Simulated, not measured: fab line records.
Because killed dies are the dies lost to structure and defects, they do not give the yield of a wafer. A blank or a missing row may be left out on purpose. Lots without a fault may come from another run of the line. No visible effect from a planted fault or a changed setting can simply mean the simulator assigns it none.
What tool caused it? / flow n5-finfet / 24 lots with 72 wafers sampled at 6 steps, on a route of 1938 steps

## WHAT EACH GAUGE READ, for each wafer
N5_BEOL_M10_OVL_MEAS_12.
lot=L075; measured=day 12 17:36; on=overlay-01; M10_OVL (nm)=-0.7 -0.3 0.0
lot=L074; measured=day 12 23:10; on=overlay-01; M10_OVL (nm)=-0.5 0.2 0.4
lot=L076; measured=day 13 09:17; on=overlay-01; M10_OVL (nm)=-0.3 0.0 0.9
lot=L077; measured=day 13 16:02; on=overlay-01; M10_OVL (nm)=-0.4 0.1 0.2
lot=L080; measured=day 14 00:05; on=overlay-01; M10_OVL (nm)=0.7 0.3 1.0
lot=L081; measured=day 14 05:32; on=overlay-01; M10_OVL (nm)=1.1 1.0 0.5
lot=L079; measured=day 14 15:07; on=overlay-01; M10_OVL (nm)=0.7 -1.2 -0.7
lot=L082; measured=day 14 18:00; on=overlay-01; M10_OVL (nm)=1.4 0.7 1.1
lot=L078; measured=day 14 19:56; on=overlay-01; M10_OVL (nm)=0.2 0.3 0.8
lot=L083; measured=day 14 21:02; on=overlay-01; M10_OVL (nm)=1.8 0.3 1.6
lot=L085; measured=day 15 10:00; on=overlay-01; M10_OVL (nm)=1.6 0.4 0.9
lot=L086; measured=day 15 14:35; on=overlay-01; M10_OVL (nm)=-0.7 0.8 -0.5
lot=L084; measured=day 15 21:37; on=overlay-01; M10_OVL (nm)=0.5 1.7 0.4
lot=L088; measured=day 16 06:55; on=overlay-01; M10_OVL (nm)=1.3 -0.2 0.2
lot=L089; measured=day 16 07:25; on=overlay-01; M10_OVL (nm)=-0.1 0.7 1.1
lot=L087; measured=day 16 11:13; on=overlay-01; M10_OVL (nm)=0.5 -0.5 0.0
lot=L091; measured=day 16 16:13; on=overlay-01; M10_OVL (nm)=1.1 -0.3 -0.5
lot=L090; measured=day 17 12:29; on=overlay-01; M10_OVL (nm)=1.2 -0.1 -0.7
lot=L093; measured=day 17 18:41; on=overlay-01; M10_OVL (nm)=-0.7 -0.2 -1.0
lot=L094; measured=day 17 21:17; on=overlay-01; M10_OVL (nm)=1.5 1.8 0.9
lot=L092; measured=day 18 01:28; on=overlay-01; M10_OVL (nm)=-0.3 -0.7 0.1
lot=L097; measured=day 18 16:37; on=overlay-01; M10_OVL (nm)=1.5 -0.6 -0.1
lot=L096; measured=day 18 17:36; on=overlay-01; M10_OVL (nm)=1.8 1.2 0.5
lot=L095; measured=day 19 22:29; on=overlay-02; M10_OVL (nm)=0.6 0.1 0.2

N5_BEOL_M10_CD_MEAS_18: pitch 140 nm, target cd 70 nm.
lot=L075; measured=day 12 18:57; on=cd-sem-03; cd-nm (nm)=70.6 70.6 69.6
lot=L074; measured=day 12 23:43; on=cd-sem-03; cd-nm (nm)=68.7 68.5 68.8
lot=L076; measured=day 13 09:47; on=cd-sem-01; cd-nm (nm)=70.7 70.2 71.8
lot=L077; measured=day 13 16:50; on=cd-sem-03; cd-nm (nm)=70.5 70.9 71.1
lot=L080; measured=day 14 00:52; on=cd-sem-02; cd-nm (nm)=70.9 69.5 69.6
lot=L081; measured=day 14 06:03; on=cd-sem-03; cd-nm (nm)=68.6 68.7 70.5
lot=L079; measured=day 14 15:38; on=cd-sem-03; cd-nm (nm)=70.5 72.2 70.1
lot=L082; measured=day 14 18:31; on=cd-sem-01; cd-nm (nm)=70.7 71.3 69.7
lot=L078; measured=day 14 20:43; on=cd-sem-02; cd-nm (nm)=71.2 71.5 71.9
lot=L083; measured=day 14 21:55; on=cd-sem-03; cd-nm (nm)=70.8 70.8 70.2
lot=L085; measured=day 15 11:41; on=cd-sem-03; cd-nm (nm)=70.1 69.8 71.5
lot=L086; measured=day 15 15:06; on=cd-sem-03; cd-nm (nm)=70.8 69.6 70.2
lot=L084; measured=day 15 22:08; on=cd-sem-02; cd-nm (nm)=69.7 68.2 69.8
lot=L088; measured=day 16 07:31; on=cd-sem-02; cd-nm (nm)=72.7 71.8 70.7
lot=L089; measured=day 16 07:57; on=cd-sem-03; cd-nm (nm)=70.0 70.1 70.8
lot=L087; measured=day 16 11:43; on=cd-sem-01; cd-nm (nm)=69.5 68.0 69.0
lot=L091; measured=day 16 17:04; on=cd-sem-02; cd-nm (nm)=70.8 70.2 70.7
lot=L090; measured=day 17 13:08; on=cd-sem-03; cd-nm (nm)=68.5 68.3 69.1
lot=L093; measured=day 17 19:17; on=cd-sem-01; cd-nm (nm)=70.8 71.0 69.5
lot=L094; measured=day 17 21:59; on=cd-sem-03; cd-nm (nm)=70.1 69.3 70.1
lot=L092; measured=day 18 01:58; on=cd-sem-01; cd-nm (nm)=70.5 71.1 71.1
lot=L097; measured=day 18 17:10; on=cd-sem-01; cd-nm (nm)=70.1 69.7 68.7
lot=L096; measured=day 18 18:07; on=cd-sem-02; cd-nm (nm)=70.3 71.3 69.9
lot=L095; measured=day 19 23:07; on=cd-sem-03; cd-nm (nm)=70.4 69.8 71.2

N5_BEOL_M10_THK_MEAS_53: measures by xrf.
lot=L075; measured=day 13 00:24; on=film-metro-01; M10_THK (nm)=141 142 147
lot=L074; measured=day 13 04:53; on=film-metro-01; M10_THK (nm)=141 145 138
lot=L076; measured=day 13 14:15; on=film-metro-01; M10_THK (nm)=145 140 148
lot=L077; measured=day 13 20:09; on=film-metro-02; M10_THK (nm)=139 140 144
lot=L080; measured=day 14 06:25; on=film-metro-01; M10_THK (nm)=143 143 140
lot=L081; measured=day 14 12:58; on=film-metro-01; M10_THK (nm)=144 136 137
lot=L079; measured=day 14 19:46; on=film-metro-02; M10_THK (nm)=148 144 149
lot=L082; measured=day 15 00:28; on=film-metro-01; M10_THK (nm)=143 145 145
lot=L078; measured=day 15 04:59; on=film-metro-02; M10_THK (nm)=141 142 141
lot=L083; measured=day 15 01:47; on=film-metro-01; M10_THK (nm)=138 145 144
lot=L085; measured=day 15 17:27; on=film-metro-01; M10_THK (nm)=145 142 140
lot=L086; measured=day 15 19:19; on=film-metro-01; M10_THK (nm)=139 141 141
lot=L084; measured=day 16 06:21; on=film-metro-02; M10_THK (nm)=140 140 140
lot=L088; measured=day 16 11:31; on=film-metro-01; M10_THK (nm)=143 143 140
lot=L089; measured=day 16 12:11; on=film-metro-01; M10_THK (nm)=145 142 142
lot=L087; measured=day 16 21:34; on=film-metro-02; M10_THK (nm)=137 145 137
lot=L091; measured=day 16 21:52; on=film-metro-02; M10_THK (nm)=137 136 137
lot=L090; measured=day 17 19:43; on=film-metro-01; M10_THK (nm)=145 140 139
lot=L093; measured=day 18 00:41; on=film-metro-01; M10_THK (nm)=139 138 139
lot=L094; measured=day 18 03:28; on=film-metro-01; M10_THK (nm)=139 146 139
lot=L092; measured=day 18 08:16; on=film-metro-01; M10_THK (nm)=144 138 137
lot=L097; measured=day 18 20:24; on=film-metro-02; M10_THK (nm)=145 147 145
lot=L096; measured=day 18 21:27; on=film-metro-01; M10_THK (nm)=139 146 145
lot=L095; measured=day 20 05:14; on=film-metro-02; M10_THK (nm)=137 142 137

N5_BEOL_M12_OVL_MEAS_11.
lot=L075; measured=day 13 06:25; on=overlay-01; V11_OVL (nm)=-2 4 -6
lot=L074; measured=day 13 15:04; on=overlay-01; V11_OVL (nm)=-2 -1 2
lot=L076; measured=day 13 22:16; on=overlay-01; V11_OVL (nm)=-4 0 -2
lot=L077; measured=day 14 04:59; on=overlay-01; V11_OVL (nm)=-3 -4 1
lot=L080; measured=day 14 17:25; on=overlay-01; V11_OVL (nm)=2 6 8
lot=L081; measured=day 14 20:28; on=overlay-01; V11_OVL (nm)=-2 4 2
lot=L079; measured=day 15 07:01; on=overlay-01; V11_OVL (nm)=0 11 5
lot=L082; measured=day 15 10:19; on=overlay-01; V11_OVL (nm)=-2 -3 3
lot=L078; measured=day 15 13:10; on=overlay-01; V11_OVL (nm)=5 4 -1
lot=L083; measured=day 15 09:35; on=overlay-01; V11_OVL (nm)=6 7 6
lot=L085; measured=day 15 23:49; on=overlay-01; V11_OVL (nm)=4 -3 3
lot=L086; measured=day 16 06:56; on=overlay-01; V11_OVL (nm)=1 -5 -3
lot=L084; measured=day 16 16:08; on=overlay-01; V11_OVL (nm)=7 10 8
lot=L088; measured=day 16 23:04; on=overlay-01; V11_OVL (nm)=-3 0 -3
lot=L089; measured=day 16 22:20; on=overlay-01; V11_OVL (nm)=-1 -1 -2
lot=L087; measured=day 17 08:17; on=overlay-01; V11_OVL (nm)=6 2 6
lot=L091; measured=day 17 09:38; on=overlay-01; V11_OVL (nm)=-3 -3 -1
lot=L090; measured=day 18 03:41; on=overlay-01; V11_OVL (nm)=-7 2 -8
lot=L093; measured=day 18 10:31; on=overlay-01; V11_OVL (nm)=0 -5 -3
lot=L094; measured=day 18 15:21; on=overlay-01; V11_OVL (nm)=4 5 5
lot=L092; measured=day 18 19:19; on=overlay-01; V11_OVL (nm)=-6 -6 -3
lot=L097; measured=day 19 05:00; on=overlay-01; V11_OVL (nm)=-3 -3 2
lot=L096; measured=day 19 06:17; on=overlay-02; V11_OVL (nm)=6 -5 -1
lot=L095; measured=day 20 15:01; on=overlay-01; V11_OVL (nm)=6 6 10

## WHICH TOOL RAN EACH LOT (tool, then ch and the chambers of the sampled wafers, then the start)
lot=L075; N5_BEOL_M10_ETCH_61=rie-diel-05 ch 1,3, day 12 18:10; N5_BEOL_M10_ANNEAL_51=rtp-anneal-02 ch 0, day 12 23:44
lot=L074; N5_BEOL_M10_ETCH_61=rie-diel-04 ch 1,2,3, day 12 23:16; N5_BEOL_M10_ANNEAL_51=rtp-anneal-02 ch 0, day 13 04:23
lot=L076; N5_BEOL_M10_ETCH_61=rie-diel-01 ch 0,1, day 13 09:22; N5_BEOL_M10_ANNEAL_51=rtp-anneal-01 ch 0, day 13 13:39
lot=L077; N5_BEOL_M10_ETCH_61=rie-diel-05 ch 1,2,3, day 13 16:16; N5_BEOL_M10_ANNEAL_51=rtp-anneal-02 ch 0, day 13 19:38
lot=L080; N5_BEOL_M10_ETCH_61=rie-diel-04 ch 0,1,2, day 14 00:26; N5_BEOL_M10_ANNEAL_51=rtp-anneal-01 ch 0, day 14 05:50
lot=L081; N5_BEOL_M10_ETCH_61=rie-diel-05 ch 0,2,3, day 14 05:38; N5_BEOL_M10_ANNEAL_51=rtp-anneal-02 ch 0, day 14 12:22
lot=L079; N5_BEOL_M10_ETCH_61=rie-diel-01 ch 0,1,3, day 14 15:12; N5_BEOL_M10_ANNEAL_51=rtp-anneal-02 ch 0, day 14 19:12
lot=L082; N5_BEOL_M10_ETCH_61=rie-diel-04 ch 2,3, day 14 18:05; N5_BEOL_M10_ANNEAL_51=rtp-anneal-01 ch 0, day 14 23:55
lot=L078; N5_BEOL_M10_ETCH_61=rie-diel-05 ch 0,2, day 14 20:16; N5_BEOL_M10_ANNEAL_51=rtp-anneal-02 ch 0, day 15 04:26
lot=L083; N5_BEOL_M10_ETCH_61=rie-diel-04 ch 0,2,3, day 14 21:07; N5_BEOL_M10_ANNEAL_51=rtp-anneal-02 ch 0, day 15 01:14
lot=L085; N5_BEOL_M10_ETCH_61=rie-diel-05 ch 0,1,2, day 15 11:05; N5_BEOL_M10_ANNEAL_51=rtp-anneal-01 ch 0, day 15 16:52
lot=L086; N5_BEOL_M10_ETCH_61=rie-diel-05 ch 0,1, day 15 14:41; N5_BEOL_M10_ANNEAL_51=rtp-anneal-02 ch 0, day 15 18:49
lot=L084; N5_BEOL_M10_ETCH_61=rie-diel-01 ch 1,3, day 15 21:43; N5_BEOL_M10_ANNEAL_51=rtp-anneal-02 ch 0, day 16 05:48
lot=L088; N5_BEOL_M10_ETCH_61=rie-diel-01 ch 1,2, day 16 07:06; N5_BEOL_M10_ANNEAL_51=rtp-anneal-01 ch 0, day 16 11:01
lot=L089; N5_BEOL_M10_ETCH_61=rie-diel-01 ch 0,1,2, day 16 07:32; N5_BEOL_M10_ANNEAL_51=rtp-anneal-01 ch 0, day 16 11:38
lot=L087; N5_BEOL_M10_ETCH_61=rie-diel-05 ch 0,2, day 16 11:18; N5_BEOL_M10_ANNEAL_51=rtp-anneal-01 ch 0, day 16 21:01
lot=L091; N5_BEOL_M10_ETCH_61=rie-diel-05 ch 1,2,3, day 16 16:34; N5_BEOL_M10_ANNEAL_51=rtp-anneal-01 ch 0, day 16 21:16
lot=L090; N5_BEOL_M10_ETCH_61=rie-diel-05 ch 2,3, day 17 12:43; N5_BEOL_M10_ANNEAL_51=rtp-anneal-02 ch 0, day 17 19:10
lot=L093; N5_BEOL_M10_ETCH_61=rie-diel-04 ch 1,2,3, day 17 18:52; N5_BEOL_M10_ANNEAL_51=rtp-anneal-02 ch 0, day 18 00:05
lot=L094; N5_BEOL_M10_ETCH_61=rie-diel-04 ch 0,1,2, day 17 21:27; N5_BEOL_M10_ANNEAL_51=rtp-anneal-02 ch 0, day 18 02:55
lot=L092; N5_BEOL_M10_ETCH_61=rie-diel-04 ch 0,3, day 18 01:33; N5_BEOL_M10_ANNEAL_51=rtp-anneal-01 ch 0, day 18 07:40
lot=L097; N5_BEOL_M10_ETCH_61=rie-diel-05 ch 1,2,3, day 18 16:43; N5_BEOL_M10_ANNEAL_51=rtp-anneal-01 ch 0, day 18 19:47
lot=L096; N5_BEOL_M10_ETCH_61=rie-diel-01 ch 2,3, day 18 17:42; N5_BEOL_M10_ANNEAL_51=rtp-anneal-02 ch 0, day 18 20:54
lot=L095; N5_BEOL_M10_ETCH_61=rie-diel-04 ch 2,3, day 19 22:41; N5_BEOL_M10_ANNEAL_51=rtp-anneal-02 ch 0, day 20 04:32
- N5_BEOL_M10_ETCH_61: etches SiARC in CF4, target depth 39 nm, time 65 s.
- N5_BEOL_M10_ANNEAL_51: time 90 s.

## AS READ BY THE TOOLS THEMSELVES (means over the sampled wafers that have a number; for cases with no such wafer, the mark the record gives instead)
N5_BEOL_M10_ETCH_61.
lot=L075; tool=rie-diel-05; drypump-motor-current-A (A)=5.6; etch-rf-on-time-s (s)=67.7; oes-product-au (a.u.)=0.73; rf-vpp-V (V)=183.7; showerhead-plenum-p-Torr (Torr)=2.10; throttle-valve-pct (%)=15.39
lot=L074; tool=rie-diel-04; drypump-motor-current-A (A)=5.9; etch-rf-on-time-s (s)=66.1; oes-product-au (a.u.)=0.64; rf-vpp-V (V)=184.7; showerhead-plenum-p-Torr (Torr)=2.16; throttle-valve-pct (%)=15.48
lot=L076; tool=rie-diel-01; drypump-motor-current-A (A)=5.3; etch-rf-on-time-s (s)=67.7; oes-product-au (a.u.)=0.58; rf-vpp-V (V)=183.5; showerhead-plenum-p-Torr (Torr)=2.15; throttle-valve-pct (%)=15.71
lot=L077; tool=rie-diel-05; drypump-motor-current-A (A)=5.7; etch-rf-on-time-s (s)=65.6; oes-product-au (a.u.)=0.69; rf-vpp-V (V)=183.1; showerhead-plenum-p-Torr (Torr)=2.12; throttle-valve-pct (%)=15.39
lot=L080; tool=rie-diel-04; drypump-motor-current-A (A)=5.7; etch-rf-on-time-s (s)=66.9; oes-product-au (a.u.)=0.69; rf-vpp-V (V)=183.8; showerhead-plenum-p-Torr (Torr)=2.13; throttle-valve-pct (%)=15.39
lot=L081; tool=rie-diel-05; drypump-motor-current-A (A)=5.3; etch-rf-on-time-s (s)=65.9; oes-product-au (a.u.)=0.66; rf-vpp-V (V)=184.7; showerhead-plenum-p-Torr (Torr)=2.13; throttle-valve-pct (%)=15.49
lot=L079; tool=rie-diel-01; drypump-motor-current-A (A)=5.4; etch-rf-on-time-s (s)=66.2; oes-product-au (a.u.)=0.62; rf-vpp-V (V)=183.3; showerhead-plenum-p-Torr (Torr)=2.13; throttle-valve-pct (%)=15.60
lot=L082; tool=rie-diel-04; drypump-motor-current-A (A)=6.0; etch-rf-on-time-s (s)=65.1; oes-product-au (a.u.)=0.75; rf-vpp-V (V)=182.8; showerhead-plenum-p-Torr (Torr)=2.16; throttle-valve-pct (%)=15.19
lot=L078; tool=rie-diel-05; drypump-motor-current-A (A)=5.3; etch-rf-on-time-s (s)=66.2; oes-product-au (a.u.)=0.63; rf-vpp-V (V)=183.7; showerhead-plenum-p-Torr (Torr)=2.15; throttle-valve-pct (%)=15.57
lot=L083; tool=rie-diel-04; drypump-motor-current-A (A)=5.7; etch-rf-on-time-s (s)=66.2; oes-product-au (a.u.)=0.72; rf-vpp-V (V)=183.2; showerhead-plenum-p-Torr (Torr)=2.14; throttle-valve-pct (%)=15.24
lot=L085; tool=rie-diel-05; drypump-motor-current-A (A)=5.7; etch-rf-on-time-s (s)=66.3; oes-product-au (a.u.)=0.64; rf-vpp-V (V)=183.7; showerhead-plenum-p-Torr (Torr)=2.13; throttle-valve-pct (%)=15.50
lot=L086; tool=rie-diel-05; drypump-motor-current-A (A)=6.0; etch-rf-on-time-s (s)=68.2; oes-product-au (a.u.)=0.65; rf-vpp-V (V)=184.3; showerhead-plenum-p-Torr (Torr)=2.11; throttle-valve-pct (%)=15.47
lot=L084; tool=rie-diel-01; drypump-motor-current-A (A)=5.4; etch-rf-on-time-s (s)=65.5; oes-product-au (a.u.)=0.64; rf-vpp-V (V)=184.1; showerhead-plenum-p-Torr (Torr)=2.11; throttle-valve-pct (%)=15.47
lot=L088; tool=rie-diel-01; drypump-motor-current-A (A)=5.1; etch-rf-on-time-s (s)=63.4; oes-product-au (a.u.)=0.70; rf-vpp-V (V)=185.8; showerhead-plenum-p-Torr (Torr)=2.25; throttle-valve-pct (%)=15.36
lot=L089; tool=rie-diel-01; drypump-motor-current-A (A)=5.3; etch-rf-on-time-s (s)=65.1; oes-product-au (a.u.)=0.73; rf-vpp-V (V)=184.7; showerhead-plenum-p-Torr (Torr)=2.20; throttle-valve-pct (%)=15.38
lot=L087; tool=rie-diel-05; drypump-motor-current-A (A)=5.3; etch-rf-on-time-s (s)=65.1; oes-product-au (a.u.)=0.62; rf-vpp-V (V)=183.3; showerhead-plenum-p-Torr (Torr)=2.14; throttle-valve-pct (%)=15.54
lot=L091; tool=rie-diel-05; drypump-motor-current-A (A)=5.7; etch-rf-on-time-s (s)=66.8; oes-product-au (a.u.)=0.65; rf-vpp-V (V)=183.4; showerhead-plenum-p-Torr (Torr)=2.11; throttle-valve-pct (%)=15.45
lot=L090; tool=rie-diel-05; drypump-motor-current-A (A)=5.3; etch-rf-on-time-s (s)=64.8; oes-product-au (a.u.)=0.64; rf-vpp-V (V)=183.9; showerhead-plenum-p-Torr (Torr)=2.12; throttle-valve-pct (%)=15.48
lot=L093; tool=rie-diel-04; drypump-motor-current-A (A)=5.9; etch-rf-on-time-s (s)=65.4; oes-product-au (a.u.)=0.66; rf-vpp-V (V)=184.3; showerhead-plenum-p-Torr (Torr)=2.14; throttle-valve-pct (%)=15.42
lot=L094; tool=rie-diel-04; drypump-motor-current-A (A)=5.6; etch-rf-on-time-s (s)=66.4; oes-product-au (a.u.)=0.66; rf-vpp-V (V)=182.4; showerhead-plenum-p-Torr (Torr)=2.12; throttle-valve-pct (%)=15.46
lot=L092; tool=rie-diel-04; drypump-motor-current-A (A)=6.3; etch-rf-on-time-s (s)=63.1; oes-product-au (a.u.)=0.75; rf-vpp-V (V)=184.4; showerhead-plenum-p-Torr (Torr)=2.15; throttle-valve-pct (%)=15.22
lot=L097; tool=rie-diel-05; drypump-motor-current-A (A)=5.7; etch-rf-on-time-s (s)=66.4; oes-product-au (a.u.)=0.65; rf-vpp-V (V)=183.2; showerhead-plenum-p-Torr (Torr)=2.10; throttle-valve-pct (%)=15.48
lot=L096; tool=rie-diel-01; drypump-motor-current-A (A)=5.5; etch-rf-on-time-s (s)=64.3; oes-product-au (a.u.)=0.67; rf-vpp-V (V)=184.7; showerhead-plenum-p-Torr (Torr)=2.13; throttle-valve-pct (%)=15.38
lot=L095; tool=rie-diel-04; drypump-motor-current-A (A)=6.0; etch-rf-on-time-s (s)=66.4; oes-product-au (a.u.)=0.67; rf-vpp-V (V)=185.3; showerhead-plenum-p-Torr (Torr)=2.15; throttle-valve-pct (%)=15.29

N5_BEOL_M10_ANNEAL_51.
lot=L075 tool=rtp-anneal-02 anneal-temp-c-max=225.80 wafer_temp_C_max=226.02
lot=L074 tool=rtp-anneal-02 anneal-temp-c-max=225.92 wafer_temp_C_max=226.14
lot=L076 tool=rtp-anneal-01 anneal-temp-c-max=226.06 wafer_temp_C_max=225.91
lot=L077 tool=rtp-anneal-02 anneal-temp-c-max=225.92 wafer_temp_C_max=225.77
lot=L080 tool=rtp-anneal-01 anneal-temp-c-max=226.36 wafer_temp_C_max=225.95
lot=L081 tool=rtp-anneal-02 anneal-temp-c-max=225.90 wafer_temp_C_max=226.11
lot=L079 tool=rtp-anneal-02 anneal-temp-c-max=225.91 wafer_temp_C_max=226.06
lot=L082 tool=rtp-anneal-01 anneal-temp-c-max=226.17 wafer_temp_C_max=226.13
lot=L078 tool=rtp-anneal-02 anneal-temp-c-max=225.97 wafer_temp_C_max=226.16
lot=L083 tool=rtp-anneal-02 anneal-temp-c-max=225.86 wafer_temp_C_max=225.81
lot=L085 tool=rtp-anneal-01 anneal-temp-c-max=226.48 wafer_temp_C_max=225.98
lot=L086 tool=rtp-anneal-02 anneal-temp-c-max=226.01 wafer_temp_C_max=226.05
lot=L084 tool=rtp-anneal-02 anneal-temp-c-max=226.16 wafer_temp_C_max=226.06
lot=L088 tool=rtp-anneal-01 anneal-temp-c-max=226.03 wafer_temp_C_max=225.82
lot=L089 tool=rtp-anneal-01 anneal-temp-c-max=226.31 wafer_temp_C_max=225.84
lot=L087 tool=rtp-anneal-01 anneal-temp-c-max=226.36 wafer_temp_C_max=225.97
lot=L091 tool=rtp-anneal-01 anneal-temp-c-max=226.61 wafer_temp_C_max=226.10
lot=L090 tool=rtp-anneal-02 anneal-temp-c-max=225.92 wafer_temp_C_max=225.61
lot=L093 tool=rtp-anneal-02 anneal-temp-c-max=225.76 wafer_temp_C_max=225.93
lot=L094 tool=rtp-anneal-02 anneal-temp-c-max=226.22 wafer_temp_C_max=225.62
lot=L092 tool=rtp-anneal-01 anneal-temp-c-max=226.44 wafer_temp_C_max=226.08
lot=L097 tool=rtp-anneal-01 anneal-temp-c-max=226.44 wafer_temp_C_max=225.81
lot=L096 tool=rtp-anneal-02 anneal-temp-c-max=225.91 wafer_temp_C_max=225.90
lot=L095 tool=rtp-anneal-02 anneal-temp-c-max=226.02 wafer_temp_C_max=226.03

## THE ANSWER, worked out from the rows above alone
Rule: what is usual is taken from the lots themselves. The widest of any qualifying gaps counts: lots, ordered by their means at a reading, are off when they make up no more than a third of the lots, leave a main group of 4 or more, and stand apart from it by 3 or more times the standard deviation of that group's means. If all means in a main group match to the digits the tables above print for the reading, that group is not used. Also off: a lot with no number at a reading for which 4 or more lots have one. Where the step has rows for the other lots, those lots are counted as sound. First the gauges in route order, then the tools' own readings, where a lot's mean is used as printed above. At the first step where some lot is off, the reading lying furthest off is the one used; lots without a number count as furthest.
Across all readings shown, no lot is off: no conclusion can be drawn from this.

## WHAT WAS PUT IN BY THE SIMULATOR
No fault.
